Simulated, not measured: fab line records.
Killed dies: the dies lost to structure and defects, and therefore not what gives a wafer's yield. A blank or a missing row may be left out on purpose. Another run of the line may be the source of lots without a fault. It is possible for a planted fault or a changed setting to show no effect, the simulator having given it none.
Which tool did it? | flow nand harc | 24 lots with 72 wafers sampled at 5 steps, on a route of 1302 steps

## WHAT THE GAUGES SHOWED, per wafer
NHARC_A_SGD_CUT_CD_MEAS_09: the cd target is 100 nm. Usual: cd nm at 100.1 nm, with a standard deviation of 0.75.
lot  | measured     | on        | cd nm (nm)        | flag
L074 | day 19 09:16 | cd sem-02 | 100.0 99.9 100.7  |
L075 | day 19 09:39 | cd sem-02 | 99.5 100.3 99.8   |
L076 | day 20 00:09 | cd sem-01 | 99.3 100.0 99.7   |
L077 | day 20 09:26 | cd sem-01 | 100.5 100.4 99.5  |
L078 | day 20 09:49 | cd sem-02 | 99.6 100.6 100.6  |
L080 | day 20 21:26 | cd sem-02 | 100.1 100.9 100.3 |
L079 | day 20 21:58 | cd sem-01 | 100.4 100.6 100.3 |
L081 | day 21 16:56 | cd sem-01 | 100.1 99.8 100.5  |
L082 | day 22 23:26 | cd sem-02 | 100.7 100.6 100.9 |
L083 | day 23 01:09 | cd sem-01 | 101.0 100.6 100.9 |
L084 | day 23 10:50 | cd sem-02 | 98.7 99.2 99.1    |
L085 | day 23 20:17 | cd sem-02 | 101.3 101.1 101.1 |
L086 | day 23 19:15 | cd sem-01 | 99.9 100.1 98.4   |
L087 | day 25 01:25 | cd sem-02 | 98.2 99.3 99.4    |
L088 | day 25 00:28 | cd sem-03 | 100.3 100.1 100.2 |
L090 | day 26 10:51 | cd sem-03 | 99.6 98.6 98.9    |
L089 | day 26 13:41 | cd sem-02 | 100.5 101.1 101.0 |
L091 | day 26 19:25 | cd sem-02 | 98.9 99.7 99.7    |
L093 | day 27 02:52 | cd sem-03 | 98.6 99.5 100.0   |
L092 | day 27 04:22 | cd sem-03 | 100.7 99.8 100.4  |
L094 | day 27 03:09 | cd sem-02 | 101.1 101.3 100.3 |
L096 | day 28 09:01 | cd sem-01 | 100.4 100.5 101.1 |
L097 | day 28 08:51 | cd sem-02 | 99.5 100.2 100.1  |
L095 | day 28 13:11 | cd sem-03 | 100.4 101.1 100.8 |

## TOOL THAT RAN EACH LOT (tool first, then ch and the chambers of the sampled wafers, then the start)
lot  | NHARC_A_STAIRCASE_ETCH_451                    | NHARC_A_STAIRCASE_ETCH_273                    | NHARC_A_STAIRCASE_ALD_420        | NHARC_A_SGD_CUT_DEP_00
L074 | rie diel-03 ch 0,2, day 17 11:09 or earlier   | rie diel-03 ch 0,3, day 17 11:09 or earlier   | ald hk-02 ch 0,1,3, day 17 11:09 | pecvd-03 ch 0,1,2, day 19 08:40
L075 | rie diel-12 ch 0,1,2, day 17 21:05 or earlier | rie diel-12 ch 0,2, day 17 21:05 or earlier   | ald hk-01 ch 1,2,3, day 17 21:05 | pecvd-01 ch 0,2, day 19 08:55
L076 | rie diel-03 ch 0,3, day 18 03:08 or earlier   | rie diel-03 ch 1,2,3, day 18 03:08 or earlier | ald hk-02 ch 0,2,3, day 18 03:08 | pecvd-01 ch 0,1,2, day 19 23:35
L077 | rie diel-13 ch 0,1,2, day 18 13:59 or earlier | rie diel-13 ch 0,1,2, day 18 13:59 or earlier | ald hk-02 ch 0,2,3, day 18 13:59 | pecvd-03 ch 1,2, day 20 08:51
L078 | rie diel-12 ch 0,2, day 17 18:55              | rie diel-12 ch 0,2, day 17 19:20              | ald hk-01 ch 0,2,3, day 18 14:00 | pecvd-02 ch 0,2, day 20 09:08
L080 | rie diel-13 ch 0,2, day 19 02:19 or earlier   | rie diel-13 ch 0,2,3, day 19 02:19 or earlier | ald hk-01 ch 2,3, day 19 02:19   | pecvd-03 ch 0,2, day 20 20:54
L079 | rie diel-03 ch 0,2,3, day 19 03:06 or earlier | rie diel-03 ch 0,1,3, day 19 03:06 or earlier | ald hk-01 ch 0,1,2, day 19 03:06 | pecvd-01 ch 0,1, day 20 21:09
L081 | rie diel-03 ch 0,3, day 19 20:36 or earlier   | rie diel-03 ch 0,2,3, day 19 20:36 or earlier | ald hk-01 ch 1,2, day 19 20:36   | pecvd-03 ch 0,2, day 21 16:14
L082 | rie diel-12 ch 1,2,3, day 21 01:23 or earlier | rie diel-12 ch 1,3, day 21 01:23 or earlier   | ald hk-04 ch 0,3, day 21 01:23   | pecvd-03 ch 1,2, day 22 22:44
L083 | rie diel-12 ch 0,3, day 21 02:04 or earlier   | rie diel-12 ch 1,3, day 21 02:04 or earlier   | ald hk-02 ch 0,2, day 21 02:04   | pecvd-03 ch 0,1,2, day 23 00:26
L084 | rie diel-13 ch 1,2,3, day 21 13:59 or earlier | rie diel-13 ch 0,1,2, day 21 13:59 or earlier | ald hk-01 ch 0,1, day 21 13:59   | pecvd-03 ch 0,2, day 23 10:16
L085 | rie diel-03 ch 1,2,3, day 21 19:37 or earlier | rie diel-03 ch 0,1,3, day 21 19:37 or earlier | ald hk-04 ch 0,2, day 21 19:37   | pecvd-01 ch 0,2, day 23 19:35
L086 | rie diel-13 ch 1,2, day 22 01:46 or earlier   | rie diel-13 ch 0,1,2, day 22 01:46 or earlier | ald hk-02 ch 0,1,2, day 22 01:46 | pecvd-03 ch 0,1,2, day 23 18:33
L087 | rie diel-12 ch 1,2, day 23 03:42 or earlier   | rie diel-12 ch 1,3, day 23 03:42 or earlier   | ald hk-04 ch 1,2, day 23 03:42   | pecvd-01 ch 0,2, day 25 00:37
L088 | rie diel-03 ch 1,2,3, day 23 04:14 or earlier | rie diel-03 ch 0,1,2, day 23 04:14 or earlier | ald hk-01 ch 1,2,3, day 23 04:14 | pecvd-03 ch 0,2, day 24 23:46
L090 | rie diel-03 ch 0,2, day 24 08:25 or earlier   | rie diel-03 ch 1,2,3, day 24 08:25 or earlier | ald hk-04 ch 1,3, day 24 08:25   | pecvd-03 ch 1,2, day 26 10:08
L089 | rie diel-03 ch 0,1, day 24 10:23 or earlier   | rie diel-03 ch 2,3, day 24 10:23 or earlier   | ald hk-04 ch 1,2, day 24 10:23   | pecvd-02 ch 0,1,2, day 26 13:00
L091 | rie diel-12 ch 0,1, day 24 18:03 or earlier   | rie diel-12 ch 2,3, day 24 18:03 or earlier   | ald hk-02 ch 0,1,3, day 24 18:03 | pecvd-03 ch 0,1,2, day 26 18:47
L093 | rie diel-13 ch 0,1,2, day 25 04:43 or earlier | rie diel-13 ch 0,2,3, day 25 04:43 or earlier | ald hk-04 ch 0,1,2, day 25 04:43 | pecvd-03 ch 0,1,2, day 27 02:19
L092 | rie diel-12 ch 2,3, day 25 08:01 or earlier   | rie diel-12 ch 0,2,3, day 25 08:01 or earlier | ald hk-01 ch 0,1,3, day 25 08:01 | pecvd-01 ch 1,2, day 27 03:38
L094 | rie diel-13 ch 0,1,2, day 25 12:00 or earlier | rie diel-13 ch 0,2,3, day 25 12:00 or earlier | ald hk-02 ch 0,1,2, day 25 12:00 | pecvd-01 ch 0,1, day 27 02:26
L096 | rie diel-03 ch 2,3, day 26 09:23 or earlier   | rie diel-03 ch 1,3, day 26 09:23 or earlier   | ald hk-01 ch 0,2,3, day 26 09:23 | pecvd-01 ch 0,1,2, day 28 08:12
L097 | rie diel-12 ch 0,1,3, day 26 11:49 or earlier | rie diel-12 ch 0,1,2, day 26 11:49 or earlier | ald hk-01 ch 0,1,2, day 26 11:49 | pecvd-02 ch 0,1, day 28 08:08
L095 | rie diel-13 ch 2,3, day 26 19:25 or earlier   | rie diel-13 ch 0,3, day 26 19:25 or earlier   | ald hk-02 ch 0,1,2, day 26 19:25 | pecvd-01 ch 0,1,2, day 28 12:32
- NHARC_A_STAIRCASE_ETCH_451: etches the open film in CF4/O2, target depth 30 nm, overetch 3 nm, time 16.5 s.
- NHARC_A_STAIRCASE_ETCH_273: etches the open film in C4F8/O2/Ar, target depth 10200 nm, time 2468.6 s.
- NHARC_A_STAIRCASE_ALD_420: deposits SiO2, target thk 20 nm, pulse time 6 s, ald cycles 200.
- NHARC_A_SGD_CUT_DEP_00: deposits SiNx, target thk 50 nm.

## WHAT THE TOOLS THEMSELVES READ (means of the sampled wafers that have a number; where no wafer has one, the mark that the record gives instead)
NHARC_A_STAIRCASE_ETCH_451. Usual: drypump motor current A 6.0 A, standard deviation 0.32; oes product au 1.004 a.u., standard deviation 0.013; rf vpp V 197.7 V, standard deviation 1.5; showerhead plenum p Torr 1.33 Torr, standard deviation 0.063; throttle valve pct 13.397 %, standard deviation 0.0091.
lot  | tool        | drypump motor current A (A) | oes product au (a.u.) | rf vpp V (V) | showerhead plenum p Torr (Torr) | throttle valve pct (%) | flag
L074 | rie diel-03 | 6.1                         | 1.020                 | 196.9        | 1.29                            | 13.404                 |
L075 | rie diel-12 | 5.7                         | 1.004                 | 197.0        | 1.31                            | 13.395                 |
L076 | rie diel-03 | 6.0                         | 1.019                 | 197.1        | 1.34                            | 13.396                 |
L077 | rie diel-13 | 6.4                         | 0.996                 | 199.0        | 1.38                            | 13.399                 |
L078 | rie diel-12 | 5.6                         | 1.002                 | 197.3        | 1.32                            | 13.397                 |
L080 | rie diel-13 | 6.4                         | 1.000                 | 198.7        | 1.36                            | 13.393                 |
L079 | rie diel-03 | 6.0                         | 1.002                 | 197.3        | 1.33                            | 13.388                 |
L081 | rie diel-03 | 6.0                         | 1.018                 | 198.7        | 1.37                            | 13.392                 |
L082 | rie diel-12 | 5.6                         | 0.997                 | 197.8        | 1.30                            | 13.406                 |
L083 | rie diel-12 | 5.8                         | 0.994                 | 198.5        | 1.36                            | 13.399                 |
L084 | rie diel-13 | 6.1                         | 1.002                 | 198.6        | 1.33                            | 13.406                 |
L085 | rie diel-03 | 6.0                         | 0.992                 | 198.4        | 1.37                            | 13.410                 |
L086 | rie diel-13 | 6.5                         | 1.001                 | 198.0        | 1.36                            | 13.403                 |
L087 | rie diel-12 | 5.6                         | 0.993                 | 196.8        | 1.28                            | 13.395                 |
L088 | rie diel-03 | 6.0                         | 1.002                 | 198.5        | 1.37                            | 13.394                 |
L090 | rie diel-03 | 6.1                         | 1.009                 | 196.2        | 1.28                            | 13.402                 |
L089 | rie diel-03 | 6.1                         | 1.023                 | 198.1        | 1.34                            | 13.392                 |
L091 | rie diel-12 | 5.8                         | 0.996                 | 196.1        | 1.29                            | 13.400                 |
L093 | rie diel-13 | 6.4                         | 1.018                 | 198.3        | 1.37                            | 13.395                 |
L092 | rie diel-12 | 5.6                         | 1.002                 | 197.8        | 1.32                            | 13.400                 |
L094 | rie diel-13 | 6.4                         | 1.008                 | 199.0        | 1.37                            | 13.395                 |
L096 | rie diel-03 | 5.9                         | 0.999                 | 198.8        | 1.35                            | 13.390                 |
L097 | rie diel-12 | 5.8                         | 1.001                 | 197.8        | 1.32                            | 13.391                 |
L095 | rie diel-13 | 5.9                         | 0.996                 | 198.3        | 1.40                            | 13.392                 |

NHARC_A_STAIRCASE_ETCH_273. Usual: oes product au 0.937 a.u., standard deviation 0.014; rf vpp V 1827 V, standard deviation 12.
lot  | tool        | oes product au (a.u.) | rf vpp V (V) | flag
L074 | rie diel-03 | 0.939                 | 1834         |
L075 | rie diel-12 | 0.950                 | 1825         |
L076 | rie diel-03 | 0.936                 | 1821         |
L077 | rie diel-13 | 0.930                 | 1834         |
L078 | rie diel-12 | 0.934                 | 1824         |
L080 | rie diel-13 | 0.934                 | 1822         |
L079 | rie diel-03 | 0.926                 | 1823         |
L081 | rie diel-03 | 0.957                 | 1826         |
L082 | rie diel-12 | 0.934                 | 1824         |
L083 | rie diel-12 | 0.919                 | 1820         |
L084 | rie diel-13 | 0.927                 | 1834         |
L085 | rie diel-03 | 0.953                 | 1836         |
L086 | rie diel-13 | 0.950                 | 1834         |
L087 | rie diel-12 | 0.937                 | 1818         |
L088 | rie diel-03 | 0.942                 | 1827         |
L090 | rie diel-03 | 0.917                 | 1832         |
L089 | rie diel-03 | 0.921                 | 1830         |
L091 | rie diel-12 | 0.941                 | 1825         |
L093 | rie diel-13 | 0.936                 | 1834         |
L092 | rie diel-12 | 0.942                 | 1826         |
L094 | rie diel-13 | 0.935                 | 1834         |
L096 | rie diel-03 | 0.945                 | 1840         |
L097 | rie diel-12 | 0.937                 | 1820         |
L095 | rie diel-13 | 0.941                 | 1841         |

NHARC_A_STAIRCASE_ALD_420. Usual: heater power w 484 W, standard deviation 50; precursor pulse height rel 1.001, standard deviation 0.018.
lot  | tool      | heater power w (W) | precursor pulse height rel | flag
L074 | ald hk-02 | 456                | 1.025                      |
L075 | ald hk-01 | 495                | 1.013                      |
L076 | ald hk-02 | 474                | 0.993                      |
L077 | ald hk-02 | 480                | 0.991                      |
L078 | ald hk-01 | 507                | 1.018                      |
L080 | ald hk-01 | 531                | 0.997                      |
L079 | ald hk-01 | 476                | 0.995                      |
L081 | ald hk-01 | 510                | 1.021                      |
L082 | ald hk-04 | 490                | 1.004                      |
L083 | ald hk-02 | 449                | 0.996                      |
L084 | ald hk-01 | 441                | 1.001                      |
L085 | ald hk-04 | 510                | 0.993                      |
L086 | ald hk-02 | 428                | 0.993                      |
L087 | ald hk-04 | 499                | 0.996                      |
L088 | ald hk-01 | 502                | 0.991                      |
L090 | ald hk-04 | 485                | 1.007                      |
L089 | ald hk-04 | 498                | 1.014                      |
L091 | ald hk-02 | 469                | 1.009                      |
L093 | ald hk-04 | 514                | 1.015                      |
L092 | ald hk-01 | 461                | 0.991                      |
L094 | ald hk-02 | 445                | 1.006                      |
L096 | ald hk-01 | 495                | 0.985                      |
L097 | ald hk-01 | 488                | 0.976                      |
L095 | ald hk-02 | 441                | 0.994                      |

NHARC_A_SGD_CUT_DEP_00. Usual: heater power w at 675 W, with a standard deviation of 96.
lot  | tool     | heater power w (W) | flag
L074 | pecvd-03 | 607                |
L075 | pecvd-01 | 731                |
L076 | pecvd-01 | 703                |
L077 | pecvd-03 | 590                |
L078 | pecvd-02 | 770                |
L080 | pecvd-03 | 551                |
L079 | pecvd-01 | 645                |
L081 | pecvd-03 | 621                |
L082 | pecvd-03 | 619                |
L083 | pecvd-03 | 613                |
L084 | pecvd-03 | 658                |
L085 | pecvd-01 | 700                |
L086 | pecvd-03 | 616                |
L087 | pecvd-01 | 722                |
L088 | pecvd-03 | 643                |
L090 | pecvd-03 | 570                |
L089 | pecvd-02 | 793                |
L091 | pecvd-03 | 621                |
L093 | pecvd-03 | 627                |
L092 | pecvd-01 | 773                |
L094 | pecvd-01 | 688                |
L096 | pecvd-01 | 714                |
L097 | pecvd-02 | 881                |
L095 | pecvd-01 | 774                |

## THE ANSWER, worked out from the rows above alone
Rule: a lot counts as off when the mean over its wafers that have a number is more than 3 standard deviations away from the usual mean. Also off: a lot with no number at a reading for which 4 or more lots have one. The other lots that the step has rows for count as sound. After the gauges, taken in route order, come the tools' own readings; for these a lot's mean is taken, as printed above. The first step at which some lot is off is used, and at that step the reading that is off furthest; a lot without a number counts as furthest.
No lot is off at any reading shown: from this, nothing can be told.

## WHAT HAD BEEN PUT IN BY THE SIMULATOR
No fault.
